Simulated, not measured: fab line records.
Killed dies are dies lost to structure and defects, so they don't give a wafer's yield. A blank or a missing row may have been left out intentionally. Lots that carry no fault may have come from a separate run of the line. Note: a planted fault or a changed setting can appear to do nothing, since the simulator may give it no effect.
8D (eight disciplines) problem report, filled in by code | flow nand_harc | the parts of the form that need people (team, actions taken, sign-off) are left out

== 1. WHAT WENT WRONG ==
Mean of thk_nm at NHARC_A_ONON_D1_THK_MEAS_14: 1426 nm across 4 wafers in 2 lots; on wafers with no fault it is 1001 nm (standard deviation 13). Relative to the usual mean, that is a shift of +33 standard deviations.
The step: measures by ellipsometry.
Seen first at day 15 20:36 on film_metro-02, wafer L900.1. The record has a number at this step for 42 wafers belonging to 14 lots. By rule, "out" or "out of limits" means more than 4 standard deviations away from the usual mean. The other wafers with a number count as sound.

== 2. WHAT THIS IS AND IS NOT ==
question                    | is                             | is not
which readings at this step | thk_nm                         | -
which lots                  | L900, L901                     | L882, L883, L884, L885, L886, L888, L889, L890, L891, L902, L904, L905
which wafers of those lots  | L900.1, L900.2, L901.1, L901.6 | L900.5, L901.4
read on which gauges        | film_metro-02                  | film_metro-01
when                        | from day 15 20:36              | up to then (28 sound wafers); but 10 sound wafers of L901, L902, L904, L905 came after

== 3. THE SUSPECTS, EACH WITH WHAT RULES IT OUT ==
Counting: a tool at a process step up to the reading stays a suspect if it ran every lot that is out. Sound lots after the first of them don't rule it out here, since some wafers of a struck lot are sound.
- ruled out: the gauge at NHARC_A_ONON_D1_THK_MEAS_14. All the wafers that are out were read on film_metro-02, but those of them that NHARC_END_SORT_01 has rows for are out there too, on other tools.
- pecvd_onon-04 at NHARC_A_ONON_D1_DEP_12 (target thk 1000 nm): kept. It ran every lot that is out, first L900 (day 15 20:05); its last sound lot up to then is L891 (day 11 16:25).
After counting, what remains is pecvd_onon-04 at NHARC_A_ONON_D1_DEP_12.

== 4. THE CAUSE (what the simulator had put in) ==
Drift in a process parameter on pecvd_onon-04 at NHARC_A_ONON_D1_DEP_12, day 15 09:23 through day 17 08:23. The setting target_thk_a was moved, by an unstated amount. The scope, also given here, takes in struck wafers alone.
This tool alone remained once counting was done.

== 5. SEQUENCE OF EFFECTS, ordered by route ==
Rows list readings where the struck wafers' mean (over those with a number) sits beyond 3 standard deviations from the usual. Scope: only readings with a usual standard deviation given in the record; hours: median across lots of the time from each lot's start at the first step in this table that gives one to its start at this step; sigmas: change in usual standard deviations.
hours | step                        | reading         | usual   | on struck wafers | change | sigmas
0     | NHARC_A_ONON_D1_THK_MEAS_14 | thk_nm          | 1001 nm | 1426             | +424   | +33
398   | NHARC_END_SORT_01           | killed_at_array | 47      | 675              | +628   | +35
398   | NHARC_END_SORT_01           | killed_dies     | 52      | 677              | +625   | +35

== 6. WHAT WOULD HAVE CAUGHT IT SOONER ==
The first out-of-limits reading at a measuring or inspecting step in this record came at day 15 20:36, 11 hours after the fault's start at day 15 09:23.
Of the lots that are out (2), L901 began NHARC_A_ONON_D1_DEP_12 on pecvd_onon-04 after day 15 20:36. A tool hold placed at that time would have kept it from harm.
